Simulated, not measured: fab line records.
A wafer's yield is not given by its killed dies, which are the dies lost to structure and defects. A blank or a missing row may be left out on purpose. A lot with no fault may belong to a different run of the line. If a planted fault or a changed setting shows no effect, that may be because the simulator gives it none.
A struck lot beside a sound one ; flow nand_harc ; 14 steps out of a route of 1302
Sound: these wafers, L918.3, L918.5, L918.6. Struck: wafer L924.1. (L924.3, L924.6 of the same lot were not struck and are left out.) The cause comes at the end.
For every step that has rows: the tool of each side, followed by ch and its chambers, followed by its first start. Under that, the readings that differ: sound wafers ; struck wafers ; difference of the means ; sigmas: that difference in standard deviations of wafers without a fault.
alike: a reading whose means differ by less than 2 such deviations, as well as words and numbers matching on both sides. not compared: withheld readings; readings where some wafer has no value; bounds like >300 that might hide an equal value; numbers whose values overlap and for which the record gives no deviation.
The two part at a step that has a row with sigmas, a row that says differs or no value, or rows on one side only. When numbers do not overlap yet have no deviation, they are printed without sigmas and do not part them. Lack of a reading on every wafer of one side parts them only where that side has two or more wafers.

first, 8 steps without rows for these wafers: NHARC_A_M1_HMDS_02 (time 30 s); NHARC_A_M1_COAT_34 (time 65 s); NHARC_A_M1_COAT_03 (resist thk 90 nm); NHARC_A_M1_SOFTBAKE_04 (time 55 s); NHARC_A_M1_EBR_05; NHARC_A_M1_EXPOSE_06 (exposes mask A M1, target cd 120 nm); NHARC_A_M1_PEB_07 (peb time 65 s); NHARC_A_M1_DEVELOP_08 (develop time 35 s).
NHARC_A_M1_CD_MEAS_09: the cd target is 120 nm.
  sound on cd_sem-03 ch 0, day 24 05:05; struck on cd_sem-02 ch 0, day 27 02:14
  alike: cd_nm
NHARC_A_M1_OVL_MEAS_10: pitch 240 nm.
  struck on overlay-02, day 27 02:20; sound on overlay-02, day 24 05:10
  alike: overlay_x_nm, overlay_y_nm
NHARC_A_M1_INSPECT_11:
  struck on defect_inspect-02, day 27 02:22; sound on defect_inspect-02, day 24 05:13
  alike: raw_defect_count
NHARC_A_M1_DESCUM_14: chemistry O2, time 3 s.
  sound on rie_diel-08 ch 2,3, day 24 05:17; struck on rie_diel-08 ch 3, day 27 02:26
  alike: drypump_motor_current_A, oes_product_au, rf_vpp_V, showerhead_plenum_p_Torr, throttle_valve_pct
  not compared: rf_hours_counter_h
NHARC_A_M1_ETCH_35: etches the open film in N2/H2, target depth 40 nm, overetch 12 nm, time 43.94 s.
  sound on rie_diel-08 ch 1,2, day 24 05:22; struck on rie_diel-08 ch 0, day 27 02:31
reading;sound;struck;difference;sigmas
run_length_s (s);65.2 65.1 65.8;52.6;-12.8;-34
  alike: drypump_motor_current_A, oes_product_au, rf_vpp_V, showerhead_plenum_p_Torr, throttle_valve_pct
  not compared: rf_hours_counter_h
NHARC_A_M1_ETCH_15: etches the open film in C4F8/Ar, target depth 182.5 nm, time 91.2 s.
  sound on rie_diel-08 ch 1,2; struck on rie_diel-08 ch 3
reading;sound;struck;difference;sigmas
rf_vpp_V (V);442.3 442.8 440.7;436.0;-5.9;-3
  alike: oes_product_au, run_length_s
  not compared: rf_hours_counter_h

== WHERE THEY PART ==
At NHARC_A_M1_ETCH_35 first; at NHARC_A_M1_ETCH_15 last (within this record only).

WHY: whatever the simulator had introduced
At NHARC_A_M1_ETCH_35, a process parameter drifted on rie_diel-08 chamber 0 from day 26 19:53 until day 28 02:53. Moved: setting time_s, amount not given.
